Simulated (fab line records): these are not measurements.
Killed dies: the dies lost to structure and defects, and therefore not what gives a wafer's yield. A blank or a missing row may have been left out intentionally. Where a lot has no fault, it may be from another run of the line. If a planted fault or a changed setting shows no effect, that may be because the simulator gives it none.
What tool caused it? :: flow n5-finfet :: Sampling: 11 lots, 33 wafers, 4 of 1938 route steps

WHAT THE GAUGES READ, wafer by wafer
N5_BEOL_M6_INSPECT_30: inspects for defects (brightfield).
lot: L585
measured: day 9 16:33
on: defect-inspect-02
raw-defect-count: 518 462 389

lot: L584
measured: day 10 08:38
on: defect-inspect-02
raw-defect-count: 395 415 352

lot: L587
measured: day 10 19:41
on: defect-inspect-01
raw-defect-count: 256 396 219

lot: L590
measured: day 11 17:29
on: defect-inspect-02
raw-defect-count: 512 534 488

lot: L597
measured: day 13 21:40
on: defect-inspect-02
raw-defect-count: 448 611 701

lot: L598
measured: day 13 23:34
on: defect-inspect-02
raw-defect-count: 487 400 334

lot: L602
measured: day 14 11:47
on: defect-inspect-01
raw-defect-count: 338 286 354

lot: L601
measured: day 14 11:50
on: defect-inspect-02
raw-defect-count: 250 332 367

lot: L604
measured: day 14 11:52
on: defect-inspect-01
raw-defect-count: 486 452 342

lot: L605
measured: day 15 10:22
on: defect-inspect-01
raw-defect-count: 445 446 379

lot: L603
measured: day 16 08:41
on: defect-inspect-02
raw-defect-count: 304 357 326

N5_BEOL_M6_CD_MEAS_35: target cd 40 nm, target cd y 28 nm.
lot: L585
measured: day 9 17:10
on: cd-sem-01
cd-nm (nm): 39.6 40.1 39.7

lot: L584
measured: day 10 09:15
on: cd-sem-01
cd-nm (nm): 40.3 40.6 40.0

lot: L587
measured: day 10 20:43
on: cd-sem-02
cd-nm (nm): 39.9 40.3 39.4

lot: L590
measured: day 11 18:05
on: cd-sem-02
cd-nm (nm): 39.8 40.2 39.7

lot: L597
measured: day 13 22:22
on: cd-sem-02
cd-nm (nm): 40.2 39.8 39.9

lot: L598
measured: day 14 00:21
on: cd-sem-02
cd-nm (nm): 40.7 40.7 40.4

lot: L602
measured: day 14 12:29
on: cd-sem-01
cd-nm (nm): 40.9 40.5 40.1

lot: L601
measured: day 14 12:32
on: cd-sem-02
cd-nm (nm): 40.4 39.8 40.0

lot: L604
measured: day 14 12:38
on: cd-sem-02
cd-nm (nm): 40.3 40.0 40.5

lot: L605
measured: day 15 11:22
on: cd-sem-02
cd-nm (nm): 39.5 40.6 40.2

lot: L603
measured: day 16 09:49
on: cd-sem-01
cd-nm (nm): 40.5 40.5 40.4

EACH LOT AND THE TOOL THAT RAN IT (in order: tool; ch and the chambers of the sampled wafers; start)
lot: L585
N5_BEOL_M6_ETCH_66: rie-diel-01 ch 0,1,3, day 9 16:40
N5_BEOL_M6_TRENCH_ETCH_37: rie-diel-01 ch 0,1,3, day 9 16:52

lot: L584
N5_BEOL_M6_ETCH_66: rie-diel-01 ch 1,2, day 10 08:45
N5_BEOL_M6_TRENCH_ETCH_37: rie-diel-01 ch 1,2, day 10 08:56

lot: L587
N5_BEOL_M6_ETCH_66: rie-diel-05 ch 1,2, day 10 20:13
N5_BEOL_M6_TRENCH_ETCH_37: rie-diel-05 ch 1,2, day 10 20:25

lot: L590
N5_BEOL_M6_ETCH_66: rie-diel-01 ch 0,1,3, day 11 17:35
N5_BEOL_M6_TRENCH_ETCH_37: rie-diel-01 ch 0,1,3, day 11 17:47

lot: L597
N5_BEOL_M6_ETCH_66: rie-diel-01 ch 0,3, day 13 21:48
N5_BEOL_M6_TRENCH_ETCH_37: rie-diel-01 ch 0,3, day 13 21:59

lot: L598
N5_BEOL_M6_ETCH_66: rie-diel-04 ch 0,1,2, day 13 23:40
N5_BEOL_M6_TRENCH_ETCH_37: rie-diel-04 ch 0,1,2, day 13 23:52

lot: L602
N5_BEOL_M6_ETCH_66: rie-diel-01 ch 1,2,3, day 14 11:59
N5_BEOL_M6_TRENCH_ETCH_37: rie-diel-01 ch 1,2,3, day 14 12:11

lot: L601
N5_BEOL_M6_ETCH_66: rie-diel-04 ch 0,1,3, day 14 12:02
N5_BEOL_M6_TRENCH_ETCH_37: rie-diel-04 ch 0,1,3, day 14 12:14

lot: L604
N5_BEOL_M6_ETCH_66: rie-diel-05 ch 0,2, day 14 12:06
N5_BEOL_M6_TRENCH_ETCH_37: rie-diel-05 ch 0,2, day 14 12:17

lot: L605
N5_BEOL_M6_ETCH_66: rie-diel-01 ch 0,2,3, day 15 10:52
N5_BEOL_M6_TRENCH_ETCH_37: rie-diel-01 ch 0,2,3, day 15 11:03

lot: L603
N5_BEOL_M6_ETCH_66: rie-diel-05 ch 1,2, day 16 09:19
N5_BEOL_M6_TRENCH_ETCH_37: rie-diel-05 ch 1,2, day 16 09:30
- N5_BEOL_M6_ETCH_66: etches SOC in N2/H2, target depth 80 nm, overetch 16 nm, time 120 s.
- N5_BEOL_M6_TRENCH_ETCH_37: etches SiCOH lowk in C4F6/O2, target depth 94.435 nm, time 31.5 s.

WHAT THE TOOLS THEMSELVES READ (means of the sampled wafers that have a number; where no wafer has one, the mark that the record gives instead)
N5_BEOL_M6_ETCH_66.
lot: L585
tool: rie-diel-01
bias-w (W): 149.8
drypump-motor-current-A (A): 5.5
oes-product-au (a.u.): 0.56
rf-vpp-V (V): 522.0
showerhead-plenum-p-Torr (Torr): 2.49
throttle-valve-pct (%): 17.89

lot: L584
tool: rie-diel-01
bias-w (W): 149.9
drypump-motor-current-A (A): 6.0
oes-product-au (a.u.): 0.55
rf-vpp-V (V): 521.1
showerhead-plenum-p-Torr (Torr): 2.45
throttle-valve-pct (%): 17.96

lot: L587
tool: rie-diel-05
bias-w (W): 150.2
drypump-motor-current-A (A): 5.4
oes-product-au (a.u.): 0.61
rf-vpp-V (V): 526.3
showerhead-plenum-p-Torr (Torr): 2.58
throttle-valve-pct (%): 17.93

lot: L590
tool: rie-diel-01
bias-w (W): 150.4
drypump-motor-current-A (A): 5.5
oes-product-au (a.u.): 0.61
rf-vpp-V (V): 522.8
showerhead-plenum-p-Torr (Torr): 2.48
throttle-valve-pct (%): 17.78

lot: L597
tool: rie-diel-01
bias-w (W): 150.4
drypump-motor-current-A (A): 5.2
oes-product-au (a.u.): 0.63
rf-vpp-V (V): 523.8
showerhead-plenum-p-Torr (Torr): 2.54
throttle-valve-pct (%): 17.63

lot: L598
tool: rie-diel-04
bias-w (W): 150.4
drypump-motor-current-A (A): 5.8
oes-product-au (a.u.): 0.62
rf-vpp-V (V): 522.6
showerhead-plenum-p-Torr (Torr): 2.49
throttle-valve-pct (%): 17.68

lot: L602
tool: rie-diel-01
bias-w (W): 150.0
drypump-motor-current-A (A): 5.7
oes-product-au (a.u.): 0.63
rf-vpp-V (V): 523.1
showerhead-plenum-p-Torr (Torr): 2.49
throttle-valve-pct (%): 17.68

lot: L601
tool: rie-diel-04
bias-w (W): 150.0
drypump-motor-current-A (A): 6.1
oes-product-au (a.u.): 0.59
rf-vpp-V (V): 522.6
showerhead-plenum-p-Torr (Torr): 2.51
throttle-valve-pct (%): 17.68

lot: L604
tool: rie-diel-05
bias-w (W): 149.7
drypump-motor-current-A (A): 5.7
oes-product-au (a.u.): 0.60
rf-vpp-V (V): 525.7
showerhead-plenum-p-Torr (Torr): 2.60
throttle-valve-pct (%): 18.00

lot: L605
tool: rie-diel-01
bias-w (W): 149.3
drypump-motor-current-A (A): 5.5
oes-product-au (a.u.): 0.64
rf-vpp-V (V): 522.9
showerhead-plenum-p-Torr (Torr): 2.50
throttle-valve-pct (%): 17.78

lot: L603
tool: rie-diel-05
bias-w (W): 150.1
drypump-motor-current-A (A): 5.4
oes-product-au (a.u.): 0.65
rf-vpp-V (V): 524.8
showerhead-plenum-p-Torr (Torr): 2.56
throttle-valve-pct (%): 17.85

N5_BEOL_M6_TRENCH_ETCH_37.
lot: L585
tool: rie-diel-01
bias-w (W): 185.1
drypump-motor-current-A (A): 5.5
oes-product-au (a.u.): 0.73
rf-vpp-V (V): 665
showerhead-plenum-p-Torr (Torr): 2.79
throttle-valve-pct (%): 20.96

lot: L584
tool: rie-diel-01
bias-w (W): 179.7
drypump-motor-current-A (A): 5.9
oes-product-au (a.u.): 0.70
rf-vpp-V (V): 641
showerhead-plenum-p-Torr (Torr): 2.74
throttle-valve-pct (%): 21.01

lot: L587
tool: rie-diel-05
bias-w (W): 185.4
drypump-motor-current-A (A): 5.4
oes-product-au (a.u.): 0.79
rf-vpp-V (V): 666
showerhead-plenum-p-Torr (Torr): 2.89
throttle-valve-pct (%): 21.04

lot: L590
tool: rie-diel-01
bias-w (W): 182.2
drypump-motor-current-A (A): 5.5
oes-product-au (a.u.): 0.80
rf-vpp-V (V): 656
showerhead-plenum-p-Torr (Torr): 2.78
throttle-valve-pct (%): 20.87

lot: L597
tool: rie-diel-01
bias-w (W): 185.4
drypump-motor-current-A (A): 5.2
oes-product-au (a.u.): 0.83
rf-vpp-V (V): 666
showerhead-plenum-p-Torr (Torr): 2.85
throttle-valve-pct (%): 20.78

lot: L598
tool: rie-diel-04
bias-w (W): 184.9
drypump-motor-current-A (A): 5.8
oes-product-au (a.u.): 0.80
rf-vpp-V (V): 656
showerhead-plenum-p-Torr (Torr): 2.78
throttle-valve-pct (%): 20.83

lot: L602
tool: rie-diel-01
bias-w (W): 185.4
drypump-motor-current-A (A): 5.7
oes-product-au (a.u.): 0.84
rf-vpp-V (V): 659
showerhead-plenum-p-Torr (Torr): 2.79
throttle-valve-pct (%): 20.81

lot: L601
tool: rie-diel-04
bias-w (W): 184.8
drypump-motor-current-A (A): 6.1
oes-product-au (a.u.): 0.77
rf-vpp-V (V): 660
showerhead-plenum-p-Torr (Torr): 2.82
throttle-valve-pct (%): 20.88

lot: L604
tool: rie-diel-05
bias-w (W): 184.4
drypump-motor-current-A (A): 5.7
oes-product-au (a.u.): 0.79
rf-vpp-V (V): 668
showerhead-plenum-p-Torr (Torr): 2.91
throttle-valve-pct (%): 21.13

lot: L605
tool: rie-diel-01
bias-w (W): 184.7
drypump-motor-current-A (A): 5.5
oes-product-au (a.u.): 0.84
rf-vpp-V (V): 660
showerhead-plenum-p-Torr (Torr): 2.80
throttle-valve-pct (%): 20.91

lot: L603
tool: rie-diel-05
bias-w (W): 185.0
drypump-motor-current-A (A): 5.4
oes-product-au (a.u.): 0.84
rf-vpp-V (V): 666
showerhead-plenum-p-Torr (Torr): 2.88
throttle-valve-pct (%): 20.99

THE ANSWER, worked out from the rows above alone
Rule: the lots themselves supply what counts as usual. Put in order of their means at a reading, lots are off if they are a third of the lots or fewer, leave a main group of 4 or more, and stand apart from it by a gap of 3 or more times the standard deviation of the main group's means; of several such gaps the widest counts. The tables above print the reading to a certain number of digits; a main group whose means all agree to those digits is not used. Also off: a lot with no number at a reading for which 4 or more lots have one. Any other lot the step has rows for is counted as sound. After the gauges, taken in route order, come the tools' own readings; for these a lot's mean is taken, as printed above. The first step at which some lot is off is used, and at that step the reading that is off furthest; a lot without a number counts as furthest.
Off: L584, L590, at N5_BEOL_M6_TRENCH_ETCH_37 (bias-w). The main group: mean 185.0 W, standard deviation 0.33.
A tool fits if, at that step or a process step before it, it ran every lot that is off, and no sound lot after the first of them. Of those tried, none fits.

WHAT WAS PUT IN BY THE SIMULATOR
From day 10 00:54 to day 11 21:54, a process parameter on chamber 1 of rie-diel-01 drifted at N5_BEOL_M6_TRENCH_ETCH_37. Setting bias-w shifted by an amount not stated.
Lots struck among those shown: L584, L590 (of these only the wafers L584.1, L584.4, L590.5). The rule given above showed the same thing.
